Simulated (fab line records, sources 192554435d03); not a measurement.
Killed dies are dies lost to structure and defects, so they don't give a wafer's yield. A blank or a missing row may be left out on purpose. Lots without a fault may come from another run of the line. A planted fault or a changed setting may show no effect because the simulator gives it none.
Chamber matching | flow n5_finfet | N5_BEOL_M0_SAQP_SPACER1_ALD_98 on ald_sin-01: 4 sister chambers
The step deposits SiO2, target thk 12.8 nm, pulse time 1 s, purge time 2 s. 8 wafers are shown with their chamber, then 8 later ones without.

WAFERS WITH THEIR CHAMBER
wafer  | chamber | heater_power_w (W) | susceptor_temp_C (C)
L077.4 | 3       | 474                | 299.74
L083.3 | 1       | 492                | 300.25
L084.2 | 0       | 528                | 299.77
L084.5 | 0       | 522                | 299.96
L087.1 | 2       | 472                | 300.22
L087.2 | 1       | 488                | 300.01
L087.5 | 2       | 476                | 300.18
L090.2 | 3       | 476                | 299.72

WAFERS WITHOUT THEIR CHAMBER
wafer  | heater_power_w (W) | susceptor_temp_C (C)
L090.5 | 494                | 300.40
L090.6 | 525                | 300.06
L095.1 | 467                | 299.98
L095.4 | 526                | 300.08
L095.6 | 470                | 300.22
L097.1 | 501                | 299.88
L097.3 | 526                | 299.79
L097.6 | 472                | 300.31

WHICH CHAMBER EACH WENT THROUGH
wafer  | from the rows above     | in truth
L090.5 | 1                       | 1
L090.6 | 0                       | 0
L095.1 | can't be placed: 2 or 3 | 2
L095.4 | 0                       | 0
L095.6 | 2                       | 2
L097.1 | 1                       | 1
L097.3 | 0                       | 0
L097.6 | 2                       | 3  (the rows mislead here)
Placed correctly: 6 of 8. Can't be placed from these rows: 1 (the true chamber is among the candidates in 1). Placed wrongly: 1.
How it was worked out, from the rows above alone: a wafer's distance from a chamber is the root of the sum, over the readings, of the square of ((its reading less the chamber's mean) divided by the reading's scatter). The wafer belongs to the nearest chamber; if the next one is less than 2 further off, it can't be placed. A chamber's mean is the mean of its shown wafers. The scatter: the root of (the sum of the squares of (reading less its chamber's mean) over the shown wafers, divided by (wafers less chambers)).
